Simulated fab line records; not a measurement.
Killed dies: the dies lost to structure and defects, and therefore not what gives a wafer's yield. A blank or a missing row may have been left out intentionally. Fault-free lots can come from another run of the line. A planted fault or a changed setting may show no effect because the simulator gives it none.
fab line records	flow n5_finfet
record lots=24	wafers=72	last_day=18
route steps=1938 shown BEOL_M11@1595 BEOL_M12@1613 BEOL_M13@1672
lots untouched by any fault: they come from a run of this same line in which no faults occurred
start_h: hours from the record's first day to the start of the lot's first wafer shown	wait_h: hours from the lot's prior step to this one	" identical to the entry in the row above	L1.1+2: one row covering several wafers at once	- either no value or no given start	* or withheld: withheld	< > ~ a bound
route shown NAME@n: a module of which the file shows steps, and the number in the route of the first	usual: mean/standard deviation taken from wafers without a fault	same: alike in all rows	chamber/n: place in a boat	sites: readings site by site	_std_site: how widely they spread, as a standard deviation	_edge_site: inner sites' mean taken away from outer sites' mean	radius_mm: how far each site lies from the wafer's centre	mask NAME#n: copy n	behind: tool/chamber where the wafer was last shaped	hold: why the lot was held/for how many hours/how that ended	device: names the non-switching transistor (n, p or np)	end of line: at the end of the route, the tests of the same wafers	where a step has no rows: the recipe by itself	killed: at the first sort, the dies lost to defects and structure; wafer yield is something else	map: shows each die of a wafer: x if killed, . if not, _ if none is there
set.NAME: the setting that was run; set.NAME@STEP: the one run at that earlier step	model.NAME: the simulator's own value behind a step, which no gauge read
route steps across a sampled set of lots; one table per step, one row per wafer
services: from which hour (start_h, from the record's first day; less than 0 if before it) a tool's chamber was out of use, for how many hours, and why
## steps
# step N5_BEOL_M11_ANNEAL_51
# recipe temp_c=225	time_s=90	ambient=N2
# usual wafer_temp_C_max=225.8/0.37
lot.wafer	tool	chamber	start_h	wait_h	wafer_temp_C_max
L074.1	rtp_anneal-01	0	226.50	0.7	226.2
L074.3	"	0	"	"	226.2
L074.6	"	0	"	"	225.9
L075.1	rtp_anneal-01	0	234.35	0.1	226.4
L075.4	"	0	"	"	227.0
L075.5	"	0	"	"	226.6
L076.2	rtp_anneal-02	0	250.26	0.2	225.6
L076.3	"	0	"	"	225.7
L076.6	"	0	"	"	225.8
L077.1	rtp_anneal-02	0	255.00	0.1	225.9
L077.2	"	0	"	"	225.7
L077.4	"	0	"	"	225.5
L080.2	rtp_anneal-02	0	263.56	0.3	225.4
L080.3	"	0	"	"	225.9
L080.4	"	0	"	"	225.8
L078.1	rtp_anneal-02	0	267.06	0.1	225.5
L078.2	"	0	"	"	225.5
L078.6	"	0	"	"	225.5
L079.1	rtp_anneal-01	0	268.50	0.3	226.0
L079.3	"	0	"	"	226.0
L079.5	"	0	"	"	226.5
L081.1	rtp_anneal-02	0	277.80	0.1	225.8
L081.3	"	0	"	"	225.4
L081.6	"	0	"	"	225.5
L083.3	rtp_anneal-02	0	280.86	0.3	226.0
L083.4	"	0	"	"	225.7
L083.5	"	0	"	"	225.1
L082.2	rtp_anneal-02	0	285.30	0.3	225.7
L082.3	"	0	"	"	225.7
L082.6	"	0	"	"	225.6
L084.1	rtp_anneal-02	0	292.75	0.2	225.5
L084.2	"	0	"	"	225.7
L084.5	"	0	"	"	225.5
L085.2	rtp_anneal-01	0	294.62	0.1	226.1
L085.5	"	0	"	"	226.0
L085.6	"	0	"	"	226.6
L086.1	rtp_anneal-02	0	306.23	0.3	225.7
L086.2	"	0	"	"	225.5
L086.5	"	0	"	"	225.5
L087.2	rtp_anneal-02	0	311.54	0.4	225.6
L087.4	"	0	"	"	225.4
L087.6	"	0	"	"	225.7
L089.2	rtp_anneal-02	0	314.73	0.1	225.6
L089.4	"	0	"	"	225.8
L089.6	"	0	"	"	225.7
L088.1	rtp_anneal-01	0	321.22	0.1	226.1
L088.5	"	0	"	"	226.8
L088.6	"	0	"	"	226.3
L091.4	rtp_anneal-02	0	321.27	0.2	225.8
L091.5	"	0	"	"	225.1
L091.6	"	0	"	"	225.4
L090.1	rtp_anneal-02	0	330.06	0.5	225.7
L090.2	"	0	"	"	225.3
L090.6	"	0	"	"	225.4
L092.1	rtp_anneal-02	0	337.36	0.3	225.8
L092.2	"	0	"	"	225.9
L092.4	"	0	"	"	225.8
L093.1	rtp_anneal-01	0	354.59	1.4	226.2
L093.3	"	0	"	"	225.8
L093.4	"	0	"	"	226.3
L095.2	rtp_anneal-02	0	362.30	0.2	225.6
L095.4	"	0	"	"	225.4
L095.5	"	0	"	"	225.8
L096.1	rtp_anneal-01	0	379.41	0.1	226.3
L096.4	"	0	"	"	226.6
L096.5	"	0	"	"	226.3
L094.1	rtp_anneal-01	0	382.97	0.1	225.9
L094.3	"	0	"	"	226.4
L094.6	"	0	"	"	225.9
L097.1	rtp_anneal-02	0	385.35	0.9	226.0
L097.4	"	0	"	"	225.6
L097.6	"	0	"	"	225.9
# step N5_BEOL_M12_OVL_MEAS_11
# recipe points_per_wafer=44
# usual V11_OVL=-4/5
lot.wafer	tool	chamber	start_h	wait_h	V11_OVL[nm]
L074.1	overlay-02	0	227.92	0.0	0
L074.3	"	0	"	"	-9
L074.6	"	0	"	"	-5
L075.1	overlay-02	0	235.75	0.0	-1
L075.4	"	0	"	"	1
L075.5	"	0	"	"	2
L076.2	overlay-01	0	251.59	0.0	0
L076.3	"	0	"	"	-1
L076.6	"	0	"	"	1
L077.1	overlay-02	0	256.37	0.0	-5
L077.2	"	0	"	"	-1
L077.4	"	0	"	"	4
L080.2	overlay-01	0	264.90	0.0	-9
L080.3	"	0	"	"	0
L080.4	"	0	"	"	-3
L078.1	overlay-01	0	268.43	0.0	4
L078.2	"	0	"	"	2
L078.6	"	0	"	"	-1
L079.1	overlay-02	0	269.77	0.0	-6
L079.3	"	0	"	"	-9
L079.5	"	0	"	"	-6
L081.1	overlay-01	0	279.05	0.0	-4
L081.3	"	0	"	"	-1
L081.6	"	0	"	"	-5
L083.3	overlay-02	0	282.14	0.0	-6
L083.4	"	0	"	"	-4
L083.5	"	0	"	"	-1
L082.2	overlay-02	0	286.65	0.0	-13
L082.3	"	0	"	"	-7
L082.6	"	0	"	"	-5
L084.1	overlay-02	0	294.16	0.0	-15
L084.2	"	0	"	"	-10
L084.5	"	0	"	"	-17
L085.2	overlay-02	0	295.86	0.0	-1
L085.5	"	0	"	"	-4
L085.6	"	0	"	"	1
L086.1	overlay-02	0	307.60	0.0	-3
L086.2	"	0	"	"	-5
L086.5	"	0	"	"	-1
L087.2	overlay-01	0	312.83	0.0	-4
L087.4	"	0	"	"	-5
L087.6	"	0	"	"	-2
L089.2	overlay-01	0	316.08	0.0	-4
L089.4	"	0	"	"	-2
L089.6	"	0	"	"	-3
L091.4	overlay-02	0	322.38	0.0	-1
L091.5	"	0	"	"	4
L091.6	"	0	"	"	-4
L088.1	overlay-02	0	322.59	0.0	-9
L088.5	"	0	"	"	-13
L088.6	"	0	"	"	-12
L090.1	overlay-01	0	331.31	0.0	-4
L090.2	"	0	"	"	-7
L090.6	"	0	"	"	-7
L092.1	overlay-02	0	338.75	0.0	-6
L092.2	"	0	"	"	3
L092.4	"	0	"	"	-5
L093.1	overlay-02	0	355.83	0.0	-10
L093.3	"	0	"	"	-5
L093.4	"	0	"	"	-6
L095.2	overlay-01	0	363.56	0.0	-12
L095.4	"	0	"	"	-5
L095.5	"	0	"	"	0
L096.1	overlay-01	0	380.68	0.0	-4
L096.4	"	0	"	"	-1
L096.5	"	0	"	"	-2
L094.1	overlay-01	0	384.34	0.0	-13
L094.3	"	0	"	"	-5
L094.6	"	0	"	"	0
L097.1	overlay-01	0	386.72	0.0	-5
L097.4	"	0	"	"	-4
L097.6	"	0	"	"	0
# step N5_BEOL_M12_DEGAS_41
# recipe ambient=vacuum	temp_c=250	time_s=60
# usual heater_power_w=319/33
lot.wafer	tool	chamber	start_h	wait_h	heater_power_w
L074.1	pvd_sputter-02	-	234.29	0.4	413
L074.3	"	-	"	"	315
L074.6	"	-	"	"	411
L075.1	pvd_sputter-03	-	242.50	0.6	303
L075.4	"	-	"	"	327
L075.5	"	-	"	"	326
L076.2	pvd_sputter-02	-	254.23	0.2	392
L076.3	"	-	"	"	309
L076.6	"	-	"	"	328
L077.1	pvd_sputter-02	-	262.16	0.3	318
L077.2	"	-	"	"	259
L077.4	"	-	"	"	394
L080.2	pvd_sputter-02	-	268.31	0.3	263
L080.3	"	-	"	"	415
L080.4	"	-	"	"	326
L078.1	pvd_sputter-03	-	271.31	0.2	294
L078.2	"	-	"	"	332
L078.6	"	-	"	"	330
L079.1	pvd_sputter-01	-	272.07	0.2	294
L079.3	"	-	"	"	322
L079.5	"	-	"	"	309
L081.1	pvd_sputter-02	-	283.45	0.0	328
L081.3	"	-	"	"	313
L081.6	"	-	"	"	255
L083.3	pvd_sputter-02	-	285.13	0.3	317
L083.4	"	-	"	"	259
L083.5	"	-	"	"	327
L082.2	pvd_sputter-01	-	288.76	0.2	301
L082.3	"	-	"	"	338
L082.6	"	-	"	"	306
L084.1	pvd_sputter-02	-	301.22	0.4	316
L084.2	"	-	"	"	402
L084.5	"	-	"	"	317
L085.2	pvd_sputter-03	-	305.23	0.4	297
L085.5	"	-	"	"	338
L085.6	"	-	"	"	301
L086.1	pvd_sputter-02	-	310.38	0.2	307
L086.2	"	-	"	"	255
L086.5	"	-	"	"	328
L087.2	pvd_sputter-03	-	315.44	0.2	311
L087.4	"	-	"	"	339
L087.6	"	-	"	"	293
L089.2	pvd_sputter-01	-	317.92	0.0	321
L089.4	"	-	"	"	300
L089.6	"	-	"	"	308
L091.4	pvd_sputter-02	-	327.47	2.6	328
L091.5	"	-	"	"	330
L091.6	"	-	"	"	312
L088.1	pvd_sputter-01	-	328.39	0.5	336
L088.5	"	-	"	"	306
L088.6	"	-	"	"	323
L090.1	pvd_sputter-03	-	336.48	0.4	331
L090.2	"	-	"	"	312
L090.6	"	-	"	"	296
L092.1	pvd_sputter-02	-	342.00	0.2	330
L092.2	"	-	"	"	322
L092.4	"	-	"	"	261
L093.1	pvd_sputter-03	-	360.22	0.5	303
L093.3	"	-	"	"	310
L093.4	"	-	"	"	328
L095.2	pvd_sputter-03	-	366.97	0.2	320
L095.4	"	-	"	"	300
L095.5	"	-	"	"	329
L096.1	pvd_sputter-01	-	383.65	0.2	307
L096.4	"	-	"	"	315
L096.5	"	-	"	"	319
L094.1	pvd_sputter-03	-	387.11	0.3	304
L094.3	"	-	"	"	335
L094.6	"	-	"	"	300
L097.1	pvd_sputter-03	-	392.60	0.3	341
L097.4	"	-	"	"	298
L097.6	"	-	"	"	306
# step N5_BEOL_M13_DESCUM_15
# recipe chemistry=O2	time_s=7.9	source_power_w=50	bias_power_w=20	pressure_mtorr=20	rf_frequency_hz=2.712e+07	temp_c=40	o2_flow_sccm=225
# usual drypump_motor_current_A=5.8/0.45	oes_product_au=0.77/0.08	rf_vpp_V=243.5/1.3	showerhead_plenum_p_Torr=2.11/0.064	throttle_valve_pct=20.4/0.37
lot.wafer	tool	chamber	start_h	wait_h	drypump_motor_current_A	oes_product_au	rf_hours_counter_h	rf_vpp_V	showerhead_plenum_p_Torr	throttle_valve_pct
L074.1	rie_diel-02	3	236.52	0.1	6.5	0.89	45	245.1	2.21	20.3
L074.3	"	0	"	"	5.2	0.69	217	242.4	2.06	20.8
L074.6	"	1	"	"	5.4	0.82	-	243.4	2.09	20.0
L075.1	rie_diel-04	2	244.54	0.1	5.7	0.71	172	244.0	2.19	20.9
L075.4	"	0	"	"	5.6	0.70	202	243.0	2.07	20.8
L075.5	"	0	"	"	5.6	0.70	-	243.6	2.07	20.8
L076.2	rie_diel-02	2	256.58	0.4	6.6	0.87	46	244.4	2.11	19.8
L076.3	"	0	"	"	5.1	0.69	224	244.2	2.06	20.8
L076.6	"	0	"	"	5.1	0.69	-	242.7	2.06	20.8
L077.1	rie_diel-03	2	264.11	0.0	5.0	0.78	127	242.8	2.11	20.7
L077.2	"	1	"	"	6.0	0.73	194	241.6	1.99	20.6
L077.4	"	3	"	"	5.6	0.85	58	245.8	2.22	20.3
L080.2	rie_diel-03	3	270.14	0.0	5.7	0.84	60	245.0	2.22	20.3
L080.3	"	2	"	"	5.0	0.78	128	242.9	2.11	20.7
L080.4	"	1	"	"	6.0	0.73	196	241.4	1.99	20.6
L078.1	rie_diel-04	3	273.26	0.0	5.7	0.93	22	244.4	2.15	19.9
L078.2	"	0	"	"	5.6	0.70	211	243.3	2.07	20.8
L078.6	"	1	"	"	6.3	0.71	-	242.9	2.15	20.1
L079.1	rie_diel-03	1	274.05	0.1	6.0	0.74	196	242.6	1.99	20.6
L079.3	"	0	"	"	5.9	0.74	188	241.7	2.08	20.5
L079.5	"	0	"	"	5.9	0.74	-	242.7	2.08	20.5
L081.1	rie_diel-04	1	285.43	0.1	6.3	0.71	222	242.5	2.15	20.1
L081.3	"	0	"	"	5.6	0.69	215	243.0	2.07	20.8
L081.6	"	3	"	"	5.7	0.94	-	242.9	2.15	19.9
L083.3	rie_diel-03	3	286.95	0.0	5.6	0.83	65	244.6	2.22	20.3
L083.4	"	0	"	"	5.9	0.73	192	243.8	2.08	20.5
L083.5	"	1	"	"	6.0	0.71	-	241.4	1.99	20.6
L082.2	rie_diel-03	2	290.58	0.0	5.0	0.77	135	244.5	2.11	20.7
L082.3	"	0	"	"	5.9	0.73	193	242.4	2.08	20.5
L082.6	"	2	"	"	5.0	0.76	-	243.8	2.11	20.7
L084.1	rie_diel-03	1	303.41	0.4	6.0	0.72	207	240.9	1.98	20.6
L084.2	"	0	"	"	5.9	0.73	198	243.8	2.08	20.5
L084.5	"	1	"	"	6.0	0.72	-	243.3	1.99	20.6
L085.2	rie_diel-02	0	307.22	0.2	5.1	0.68	240	242.1	2.05	20.8
L085.5	"	1	"	"	5.4	0.81	-	244.0	2.09	20.0
L085.6	"	0	"	"	5.2	0.68	-	241.6	2.05	20.8
L086.1	rie_diel-02	1	312.34	0.0	5.4	0.80	106	243.4	2.08	20.0
L086.2	"	0	"	"	5.1	0.69	241	243.5	2.05	20.8
L086.5	"	0	"	"	5.1	0.67	-	243.0	2.05	20.8
L087.2	rie_diel-02	2	317.98	0.6	6.6	0.84	69	245.0	2.10	19.8
L087.4	"	1	"	"	5.4	0.79	109	243.4	2.08	20.0
L087.6	"	2	"	"	6.6	0.84	-	245.0	2.10	19.8
L089.2	rie_diel-03	0	320.34	0.5	5.9	0.72	205	243.2	2.08	20.5
L089.4	"	3	"	"	5.6	0.81	78	244.6	2.21	20.3
L089.6	"	0	"	"	5.9	0.72	-	242.3	2.08	20.5
L091.4	rie_diel-04	2	329.47	0.0	5.7	0.71	191	244.7	2.18	20.9
L091.5	"	2	"	"	5.7	0.70	-	244.4	2.18	20.9
L091.6	"	1	"	"	6.3	0.72	-	244.6	2.15	20.1
L088.1	rie_diel-04	3	330.21	0.0	5.7	0.91	32	243.4	2.14	19.9
L088.5	"	0	"	"	5.6	0.70	-	242.5	2.07	20.9
L088.6	"	2	"	"	5.7	0.70	-	244.8	2.18	20.9
L090.1	rie_diel-04	2	338.72	0.0	5.7	0.70	194	244.4	2.18	20.9
L090.2	"	0	"	"	5.6	0.70	222	243.8	2.06	20.9
L090.6	"	0	"	"	5.6	0.69	-	243.5	2.07	20.9
L092.1	rie_diel-03	3	351.61	0.2	5.6	0.81	87	246.2	2.21	20.3
L092.2	"	1	"	"	6.0	0.71	223	242.2	1.98	20.7
L092.4	"	0	"	"	5.9	0.71	215	243.5	2.07	20.5
L093.1	rie_diel-04	2	362.17	0.0	5.7	0.70	200	245.4	2.18	20.9
L093.3	"	3	"	"	5.7	0.91	40	241.9	2.14	19.9
L093.4	"	1	"	"	6.3	0.71	233	244.1	2.15	20.2
L095.2	rie_diel-02	2	368.96	0.0	6.6	0.82	85	243.6	2.10	19.9
L095.4	"	3	"	"	6.6	0.82	91	245.6	2.20	20.4
L095.5	"	2	"	"	6.6	0.82	-	242.8	2.10	19.9
L096.1	rie_diel-04	3	385.74	0.0	5.7	0.90	45	244.9	2.14	19.9
L096.4	"	2	"	"	5.7	0.69	206	243.4	2.17	20.9
L096.5	"	1	"	"	6.3	0.71	-	243.1	2.15	20.2
L094.1	rie_diel-04	1	389.61	0.1	6.3	0.69	241	243.8	2.14	20.2
L094.3	"	3	"	"	5.7	0.89	47	244.5	2.14	19.9
L094.6	"	0	"	"	5.6	0.68	-	241.3	2.06	20.9
L097.1	rie_diel-04	2	395.12	0.2	5.7	0.68	209	243.3	2.17	20.9
L097.4	"	1	"	"	6.3	0.71	243	243.3	2.14	20.2
L097.6	"	0	"	"	5.6	0.67	-	242.4	2.06	20.9
# step N5_BEOL_M13_OVL_MEAS_29
# recipe points_per_wafer=44
# usual M13_OVL=-4/5.2
lot.wafer	tool	chamber	start_h	wait_h	M13_OVL[nm]
L074.1	overlay-01	0	237.55	0.0	0
L074.3	"	0	"	"	-2
L074.6	"	0	"	"	-6
L075.1	overlay-01	0	245.42	0.0	-3
L075.4	"	0	"	"	-2
L075.5	"	0	"	"	-1
L076.2	overlay-02	0	257.62	0.0	5
L076.3	"	0	"	"	3
L076.6	"	0	"	"	7
L077.1	overlay-02	0	265.13	0.0	1
L077.2	"	0	"	"	-1
L077.4	"	0	"	"	0
L080.2	overlay-01	0	271.15	0.0	0
L080.3	"	0	"	"	-10
L080.4	"	0	"	"	-1
L078.1	overlay-01	0	274.15	0.0	3
L078.2	"	0	"	"	3
L078.6	"	0	"	"	3
L079.1	overlay-02	0	274.93	0.0	4
L079.3	"	0	"	"	2
L079.5	"	0	"	"	6
L081.1	overlay-01	0	286.48	0.0	-3
L081.3	"	0	"	"	-3
L081.6	"	0	"	"	-5
L083.3	overlay-02	0	287.87	0.0	-14
L083.4	"	0	"	"	-11
L083.5	"	0	"	"	-7
L082.2	overlay-01	0	291.47	0.0	-10
L082.3	"	0	"	"	-12
L082.6	"	0	"	"	-7
L084.1	overlay-01	0	304.33	0.0	-9
L084.2	"	0	"	"	-13
L084.5	"	0	"	"	-9
L085.2	overlay-01	0	308.26	0.0	7
L085.5	"	0	"	"	0
L085.6	"	0	"	"	2
L086.1	overlay-02	0	313.23	0.0	2
L086.2	"	0	"	"	-4
L086.5	"	0	"	"	6
L087.2	overlay-02	0	319.01	0.0	-15
L087.4	"	0	"	"	-11
L087.6	"	0	"	"	-13
L089.2	overlay-02	0	321.22	0.0	-3
L089.4	"	0	"	"	-3
L089.6	"	0	"	"	-3
L091.4	overlay-01	0	330.48	0.0	-12
L091.5	"	0	"	"	-8
L091.6	"	0	"	"	-9
L088.1	overlay-02	0	331.34	0.0	-12
L088.5	"	0	"	"	-3
L088.6	"	0	"	"	-2
L090.1	overlay-02	0	339.60	0.0	-8
L090.2	"	0	"	"	-5
L090.6	"	0	"	"	-4
L092.1	overlay-02	0	352.66	0.0	-3
L092.2	"	0	"	"	-6
L092.4	"	0	"	"	-7
L093.1	overlay-01	0	363.18	0.0	-12
L093.3	"	0	"	"	-8
L093.4	"	0	"	"	-11
L095.2	overlay-02	0	369.85	0.0	-1
L095.4	"	0	"	"	4
L095.5	"	0	"	"	-4
L096.1	overlay-02	0	386.63	0.0	-3
L096.4	"	0	"	"	-5
L096.5	"	0	"	"	-4
L094.1	overlay-02	0	390.63	0.0	-8
L094.3	"	0	"	"	-4
L094.6	"	0	"	"	-5
L097.1	overlay-01	0	396.01	0.0	1
L097.4	"	0	"	"	-3
L097.6	"	0	"	"	-13
# step N5_BEOL_M13_INSPECT_30
# recipe mode=adi	inspect_instrument=macro
# usual raw_defect_count=1.9/1.3
lot.wafer	tool	chamber	start_h	wait_h	raw_defect_count
L074.1	defect_inspect-02	-	237.58	0.0	0
L074.3	"	-	"	"	0
L074.6	"	-	"	"	1
L075.1	defect_inspect-01	-	245.45	0.0	2
L075.4	"	-	"	"	1
L075.5	"	-	"	"	1
L076.2	defect_inspect-02	-	257.65	0.0	1
L076.3	"	-	"	"	1
L076.6	"	-	"	"	0
L077.1	defect_inspect-01	-	265.15	0.0	1
L077.2	"	-	"	"	1
L077.4	"	-	"	"	1
L080.2	defect_inspect-02	-	271.17	0.0	1
L080.3	"	-	"	"	2
L080.4	"	-	"	"	2
L078.1	defect_inspect-01	-	274.17	0.0	2
L078.2	"	-	"	"	2
L078.6	"	-	"	"	4
L079.1	defect_inspect-02	-	274.96	0.0	2
L079.3	"	-	"	"	1
L079.5	"	-	"	"	4
L081.1	defect_inspect-01	-	286.50	0.0	2
L081.3	"	-	"	"	2
L081.6	"	-	"	"	1
L083.3	defect_inspect-01	-	287.90	0.0	0
L083.4	"	-	"	"	1
L083.5	"	-	"	"	2
L082.2	defect_inspect-01	-	291.49	0.0	3
L082.3	"	-	"	"	2
L082.6	"	-	"	"	2
L084.1	defect_inspect-02	-	304.35	0.0	4
L084.2	"	-	"	"	4
L084.5	"	-	"	"	2
L085.2	defect_inspect-01	-	308.29	0.0	1
L085.5	"	-	"	"	1
L085.6	"	-	"	"	2
L086.1	defect_inspect-02	-	313.25	0.0	4
L086.2	"	-	"	"	4
L086.5	"	-	"	"	2
L087.2	defect_inspect-01	-	319.04	0.0	2
L087.4	"	-	"	"	1
L087.6	"	-	"	"	0
L089.2	defect_inspect-01	-	321.25	0.0	1
L089.4	"	-	"	"	1
L089.6	"	-	"	"	3
L091.4	defect_inspect-02	-	330.50	0.0	3
L091.5	"	-	"	"	7
L091.6	"	-	"	"	1
L088.1	defect_inspect-01	-	331.37	0.0	2
L088.5	"	-	"	"	3
L088.6	"	-	"	"	3
L090.1	defect_inspect-01	-	339.63	0.0	2
L090.2	"	-	"	"	4
L090.6	"	-	"	"	1
L092.1	defect_inspect-01	-	352.68	0.0	2
L092.2	"	-	"	"	3
L092.4	"	-	"	"	5
L093.1	defect_inspect-02	-	363.21	0.0	5
L093.3	"	-	"	"	1
L093.4	"	-	"	"	3
L095.2	defect_inspect-02	-	369.88	0.0	1
L095.4	"	-	"	"	3
L095.5	"	-	"	"	3
L096.1	defect_inspect-02	-	386.65	0.0	3
L096.4	"	-	"	"	3
L096.5	"	-	"	"	1
L094.1	defect_inspect-01	-	390.65	0.0	2
L094.3	"	-	"	"	1
L094.6	"	-	"	"	1
L097.1	defect_inspect-02	-	396.03	0.0	0
L097.4	"	-	"	"	0
L097.6	"	-	"	"	1
## services
tool	chamber	start_h	hours	kind
rie_diel-03	0	236.50	2.5	repair
rie_diel-04	1	264.02	3.2	repair
rie_diel-02	1	266.25	1.6	repair
pvd_sputter-01	-	297.03	20.4	repair
rie_diel-04	-	301.12	28.1	pm
rie_diel-02	0	307.62	3.9	repair
rie_diel-02	0	333.52	-	clean
rie_diel-02	0	333.52	-	consumable_replace:focus_ring
rie_diel-02	0	333.52	15.5	scheduled_down
rie_diel-02	0	333.52	15.5	vent_cycle
pvd_sputter-02	-	335.00	4.1	repair
rtp_anneal-02	-	339.43	9.0	pm
rie_diel-03	3	356.86	1.3	repair
rie_diel-02	-	385.55	2.8	pm
## key
fault none
